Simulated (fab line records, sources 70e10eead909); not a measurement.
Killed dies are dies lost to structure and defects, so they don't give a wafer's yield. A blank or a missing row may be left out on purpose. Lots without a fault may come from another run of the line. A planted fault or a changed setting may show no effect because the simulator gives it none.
fab line records | flow nand_harc | part 2 of 2: steps 5 to 6 of 6
record lots=20 wafers=60 last_day=24
route steps=1159 shown P_ZERO_WELL@17 P_GATE@146 P_M0@283 P_M2@350 A_CHANNEL_HOLE_D1@472
lots that met no fault: from a run of the same line without faults
start_h: hours from the record's first day to the start of the lot's first wafer shown | wait_h: hours since the lot's step before | " the same as in the row above | L1.1+2: a row that stands for several wafers | - no value, or no start given | * or withheld: withheld | < > ~ a bound
route shown NAME@n: a module of which the file shows steps, and the number in the route of the first | usual: mean/standard deviation of fault-free wafers | same: alike in all rows | chamber/n: place in a boat | sites: the reading at each site | _std_site: their standard deviation | _edge_site: outer sites' mean less inner sites' | radius_mm: how far each site lies from the wafer's centre | mask NAME#n: copy n | behind: the tool/chamber that last shaped the wafer | hold: why the lot was held/for how many hours/how that ended | device: the transistor (n, p or np) that didn't switch | end of line: the same wafers' tests at the end of the route | a step without rows: its recipe alone | killed: dies lost to structure and defects at the first sort, not the wafer's yield | map: a wafer's dies, x killed, . not, _ none there
set.NAME: the setting as run; set.NAME@STEP: as run at that earlier step | model.NAME: the simulator's own value behind a step, which no gauge read
steps of the route over a sample of lots; a table a step, a row a wafer
services: from which hour (start_h, from the record's first day; less than 0 if before it) a tool's chamber was out of use, for how many hours, and why
## steps
# step NHARC_P_M2_DEP_33
# recipe target_thk_a=300 temp_c=370 target_thk_nm=30 pressure_torr=3 flow_sccm=200 rf_w=450 material=SiCN
# usual heater_power_w=573/59 rf_fwd_power_W=449.3/1.3
# columns lot.wafer tool chamber start_h wait_h heater_power_w rf_fwd_power_W
L074.2 pecvd-03 1 130.40 0.1 612 450.0
L074.4 " 1 " " 609 447.8
L074.6 " 2 " " 536 446.2
L076.5 pecvd-01 2 133.17 0.2 621 450.1
L076.6 " 0 " " 636 449.6
L076.4 " 1 " " 597 450.3
L075.2 pecvd-01 1 137.76 0.1 606 451.7
L075.1 " 2 " " 612 448.6
L075.6 " 1 " " 610 449.1
L078.2 pecvd-01 1 151.12 0.1 584 448.3
L078.4 " 0 " " 699 450.6
L078.5 " 1 " " 580 447.4
L077.3 pecvd-03 2 153.07 0.1 535 448.0
L077.1 " 0 " " 566 448.4
L077.5 " 0 " " 579 448.3
L079.5 pecvd-01 1 161.01 0.2 669 449.4
L079.6 " 2 " " 644 449.1
L079.4 " 0 " " 655 448.7
L080.4 pecvd-01 0 161.81 0.2 703 450.3
L080.5 " 1 " " 636 448.8
L080.6 " 2 " " 636 450.5
L081.3 pecvd-03 1 171.09 0.1 595 448.9
L081.1 " 0 " " 545 450.6
L081.6 " 1 " " 612 448.8
L082.1 pecvd-02 1 172.32 0.1 624 449.0
L082.2 " 2 " " 504 450.4
L082.4 " 0 " " 564 449.9
L083.1 pecvd-03 0 185.75 0.1 547 449.6
L083.3 " 1 " " 565 451.7
L083.2 " 2 " " 538 446.4
L086.3 pecvd-02 2 204.26 0.1 471 450.5
L086.5 " 2 " " 472 451.1
L086.4 " 1 " " 584 450.0
L087.2 pecvd-03 0 205.16 0.1 500 452.0
L087.1 " 1 " " 621 452.3
L087.6 " 0 " " 511 448.3
L088.1 pecvd-02 1 222.96 0.1 635 446.7
L088.5 " 0 " " 592 446.8
L088.6 " 1 " " 646 446.1
L089.1 pecvd-02 0 223.22 0.1 565 448.5
L089.5 " 1 " " 595 450.5
L089.4 " 2 " " 541 449.4
L090.1 pecvd-02 0 225.22 0.1 586 449.6
L090.5 " 1 " " 624 449.3
L090.6 " 2 " " 547 450.2
L091.1 pecvd-01 2 231.66 0.1 568 450.2
L091.4 " 2 " " 572 450.5
L091.5 " 2 " " 567 451.5
L092.3 pecvd-02 2 238.37 0.1 467 451.2
L092.1 " 0 " " 568 447.9
L092.5 " 2 " " 475 448.6
L093.3 pecvd-02 0 247.27 0.1 591 449.8
L093.2 " 1 " " 625 449.2
L093.6 " 1 " " 642 447.9
L094.2 pecvd-02 1 247.94 0.1 521 451.0
L094.5 " 0 " " 585 448.5
L094.4 " 2 " " 490 447.2
L096.2 pecvd-03 1 258.34 0.1 541 450.8
L096.4 " 0 " " 516 448.8
L096.5 " 2 " " 483 450.1
# step NHARC_A_CHANNEL_HOLE_D1_ETCH_20
# recipe bias_v=3000 source_w=withheld pressure_mtorr=20 time_s=361.9 ar_flow_sccm=375 c4f8_flow_sccm=89.3 o2_flow_sccm=35.7 temp_c=-20 target_depth_a=16000 chemistry=C4F8/O2/Ar
# usual drypump_motor_current_A=6.0/0.47 mfc_ar_sccm=375.0/1.1 showerhead_plenum_p_Torr=3.74/0.064 throttle_valve_pct=32.155/0.0092
# columns lot.wafer tool chamber start_h wait_h drypump_motor_current_A mfc_ar_sccm rf_hours_counter_h showerhead_plenum_p_Torr throttle_valve_pct
L074.2 har_etch-02 1 179.79 0.1 6.5 376.1 100 3.67 32.157
L074.4 " 0 " " 6.0 374.9 - 3.81 32.149
L074.6 " 1 " " 6.6 375.1 - 3.67 32.143
L076.4 har_etch-01 0 181.42 0.2 5.2 374.3 - 3.82 32.154
L076.5 " 0 " " 5.2 375.2 - 3.83 32.151
L076.6 " 1 " " 6.0 374.3 - 3.73 32.152
L075.2 har_etch-02 0 188.75 0.1 6.0 376.7 104 3.81 32.159
L075.1 " 1 " " 6.5 374.7 104 3.67 32.159
L075.6 " 1 " " 6.6 374.5 - 3.67 32.159
L078.2 har_etch-02 1 197.95 0.1 6.6 375.3 108 3.67 32.155
L078.4 " 1 " " 6.5 376.0 - 3.67 32.157
L078.5 " 1 " " 6.5 375.4 - 3.67 32.147
L077.1 har_etch-01 0 198.78 0.1 5.2 373.8 198 3.82 32.150
L077.3 " 0 " " 5.2 373.8 - 3.82 32.166
L077.5 " 1 " " 6.0 376.3 - 3.73 32.144
L080.4 har_etch-01 1 206.96 0.2 6.0 375.1 - 3.73 32.152
L080.6 " 1 " " 6.0 374.6 - 3.73 32.160
L080.5 " 0 " " 5.2 374.8 - 3.82 32.149
L079.4 har_etch-02 0 207.31 0.2 6.0 375.3 - 3.80 32.158
L079.5 " 1 " " 6.6 375.4 - 3.66 32.153
L079.6 " 0 " " 6.0 373.9 - 3.80 32.158
L081.1 har_etch-01 1 217.04 0.1 6.1 373.4 208 3.72 32.163
L081.3 " 0 " " 5.2 377.1 - 3.82 32.164
L081.6 " 0 " " 5.2 374.9 - 3.81 32.141
L082.1 har_etch-02 1 217.31 0.1 6.5 375.6 120 3.66 32.165
L082.2 " 0 " " 6.0 376.3 120 3.80 32.148
L082.4 " 0 " " 6.0 376.1 - 3.80 32.159
L083.1 har_etch-02 0 231.76 0.1 6.0 372.9 124 3.80 32.174
L083.2 " 1 " " 6.6 375.2 124 3.66 32.148
L083.3 " 0 " " 6.0 374.2 - 3.80 32.168
L086.4 har_etch-01 0 249.30 0.2 5.2 376.3 - 3.81 32.157
L086.3 " 1 " " 6.0 375.9 - 3.72 32.142
L086.5 " 0 " " 5.2 376.1 - 3.81 32.167
L087.1 har_etch-02 0 249.36 0.1 6.0 374.4 133 3.79 32.158
L087.2 " 1 " " 6.5 376.7 133 3.65 32.151
L087.6 " 0 " " 6.0 374.7 - 3.79 32.147
L090.1 har_etch-02 0 269.06 0.1 6.0 375.1 140 3.79 32.149
L090.5 " 0 " " 6.0 375.9 - 3.79 32.163
L090.6 " 1 " " 6.6 375.4 - 3.65 32.166
L089.1 har_etch-01 0 270.13 0.1 5.2 374.2 228 3.80 32.171
L089.4 " 0 " " 5.2 376.4 - 3.80 32.139
L089.5 " 1 " " 6.0 374.7 - 3.71 32.156
L088.1 har_etch-02 0 273.27 0.1 6.0 375.6 144 3.78 32.145
L088.5 " 1 " " 6.6 374.2 - 3.65 32.168
L088.6 " 0 " " 5.9 375.7 - 3.78 32.160
L092.1 har_etch-01 0 284.73 0.1 5.2 376.6 235 3.80 32.149
L092.3 " 1 " " 6.0 376.6 - 3.71 32.143
L092.5 " 1 " " 6.0 375.6 - 3.71 32.131
L091.1 har_etch-02 0 284.99 0.1 6.0 373.7 151 3.78 32.147
L091.4 " 1 " " 6.5 375.0 - 3.64 32.156
L091.5 " 0 " " 6.0 375.2 - 3.78 32.155
L094.2 har_etch-01 1 295.64 0.1 6.0 375.3 238 3.71 32.138
L094.4 " 0 " " 5.2 376.2 - 3.80 32.151
L094.5 " 0 " " 5.2 374.8 - 3.80 32.164
L093.2 har_etch-02 0 296.32 0.1 6.0 372.2 155 3.78 32.154
L093.3 " 1 " " 6.5 375.2 - 3.64 32.152
L093.6 " 1 " " 6.5 375.1 - 3.64 32.154
L096.2 har_etch-01 1 304.74 0.1 6.0 373.3 246 3.70 32.155
L096.4 " 1 " " 6.0 373.5 - 3.70 32.150
L096.5 " 1 " " 6.0 373.6 - 3.70 32.145
## services
# columns tool chamber start_h hours kind
pecvd-02 1 31.00 10.9 repair
pecvd-03 - 32.27 2.1 repair
rie_diel-13 0 48.88 9.2 repair
pecvd-03 2 51.56 11.9 repair
pecvd-01 - 56.11 13.0 pm
pecvd-03 0 63.02 4.2 repair
pecvd-03 0 94.09 4.2 repair
rie_diel-13 - 99.00 9.0 pm
pecvd-02 0 101.32 23.9 repair
pecvd-03 - 111.37 13.0 pm
pecvd-02 - 153.24 13.0 pm
pecvd-01 - 164.88 0.4 repair
pecvd-02 - 170.52 0.4 repair
pecvd-02 0 207.03 5.3 repair
pecvd-02 - 211.36 0.4 repair
pecvd-01 - 215.71 0.7 repair
pecvd-01 - 218.99 0.6 repair
pecvd-01 0 224.78 8.1 repair
pecvd-02 - 235.98 0.8 repair
pecvd-01 - 237.46 13.0 pm
rie_diel-13 3 240.82 10.0 repair
rie_diel-13 1 252.75 2.7 repair
pecvd-02 1 274.46 5.7 repair
rie_diel-13 - 276.00 9.0 pm
